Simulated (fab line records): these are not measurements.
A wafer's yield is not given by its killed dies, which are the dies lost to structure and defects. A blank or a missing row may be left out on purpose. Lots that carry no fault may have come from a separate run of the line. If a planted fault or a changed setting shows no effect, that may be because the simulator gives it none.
Which of the tools did it? | flow n5_finfet | 8 lots, 24 wafers sampled, at 4 steps of a route of 1938

WHAT THE GAUGES SHOWED, per wafer
N5_BEOL_M3_OCD_MEAS_38.
lot  | measured     | on     | trench_depth_nm (nm)
L106 | day 7 21:01  | ocd-01 | 55.5 55.0 54.0
L107 | day 7 21:03  | ocd-02 | 55.3 55.1 55.1
L110 | day 8 23:04  | ocd-01 | 56.7 56.8 55.0
L116 | day 10 12:30 | ocd-01 | 56.9 55.2 55.4
L118 | day 10 13:58 | ocd-02 | 54.6 69.9 54.0
L121 | day 11 15:46 | ocd-01 | 54.4 55.6 56.5
L125 | day 12 07:19 | ocd-02 | 56.3 55.3 54.7
L127 | day 12 23:28 | ocd-02 | 56.5 55.1 55.4

WHICH TOOL RAN EACH LOT (tool, then ch and the chambers of the sampled wafers, then the start)
lot  | N5_BEOL_M3_STRIP_66                | N5_BEOL_M3_STRIP_19                | N5_BEOL_M3_TRENCH_ETCH_37
L106 | rie_diel-05 ch 1,2, day 7 15:50    | rie_diel-06 ch 0,1,2, day 7 16:05  | rie_diel-03 ch 0,1,3, day 7 20:52
L107 | rie_diel-05 ch 1,2, day 7 16:58    | rie_diel-03 ch 0,3, day 7 17:13    | rie_diel-05 ch 0,1,3, day 7 20:53
L110 | rie_diel-03 ch 0,1,2, day 8 17:51  | rie_diel-05 ch 0,1,3, day 8 18:01  | rie_diel-06 ch 1,2,3, day 8 22:55
L116 | rie_diel-05 ch 0,1, day 10 05:02   | rie_diel-06 ch 0,1,3, day 10 05:15 | rie_diel-05 ch 0,1,3, day 10 12:21
L118 | rie_diel-06 ch 0,1,2, day 10 06:25 | rie_diel-03 ch 0,1,2, day 10 06:34 | rie_diel-03 ch 0,1,2, day 10 13:49
L121 | rie_diel-06 ch 0,2, day 11 09:28   | rie_diel-06 ch 0,1, day 11 09:38   | rie_diel-06 ch 2,3, day 11 15:37
L125 | rie_diel-06 ch 0,1,2, day 12 05:07 | rie_diel-06 ch 1,3, day 12 05:17   | rie_diel-05 ch 1,2,3, day 12 07:10
L127 | rie_diel-03 ch 0,1,2, day 12 18:04 | rie_diel-05 ch 1,2, day 12 18:22   | rie_diel-06 ch 0,2, day 12 23:19
- N5_BEOL_M3_STRIP_66: strips in CF4.
- N5_BEOL_M3_STRIP_19: strips in O2.
- N5_BEOL_M3_TRENCH_ETCH_37: etches SiOC in C4F6/O2, target depth 55.555 nm, time 29.2 s.

THE ANSWER, worked out from the rows above alone
Rule: usual is defined by the lots themselves. The widest of any qualifying gaps counts: lots, ordered by their means at a reading, are off when they make up no more than a third of the lots, leave a main group of 4 or more, and stand apart from it by 3 or more times the standard deviation of that group's means. A main group is skipped when, at the precision printed for the reading in the tables above, its means are all equal. Also off: a lot with no number at a reading for which 4 or more lots have one. All remaining lots with rows at the step are treated as sound.
Off, at N5_BEOL_M3_OCD_MEAS_38 on trench_depth_nm: L118. For the main group the mean is 55.5 nm and the standard deviation 0.4.
If a tool, at a process step before that reading, ran all the lots that are off and no sound lot after the first of them, it fits. Those tools and the gauges at N5_BEOL_M3_OCD_MEAS_38 are tried in the same way. One candidate fits, namely rie_diel-03 at N5_BEOL_M3_STRIP_19 and N5_BEOL_M3_TRENCH_ETCH_37. At N5_BEOL_M3_STRIP_19 its last sound lot is L107 (day 7 17:13), its first lot that is off L118 (day 10 06:34): a fault that began between those two fits.

WHAT WAS PUT IN BY THE SIMULATOR
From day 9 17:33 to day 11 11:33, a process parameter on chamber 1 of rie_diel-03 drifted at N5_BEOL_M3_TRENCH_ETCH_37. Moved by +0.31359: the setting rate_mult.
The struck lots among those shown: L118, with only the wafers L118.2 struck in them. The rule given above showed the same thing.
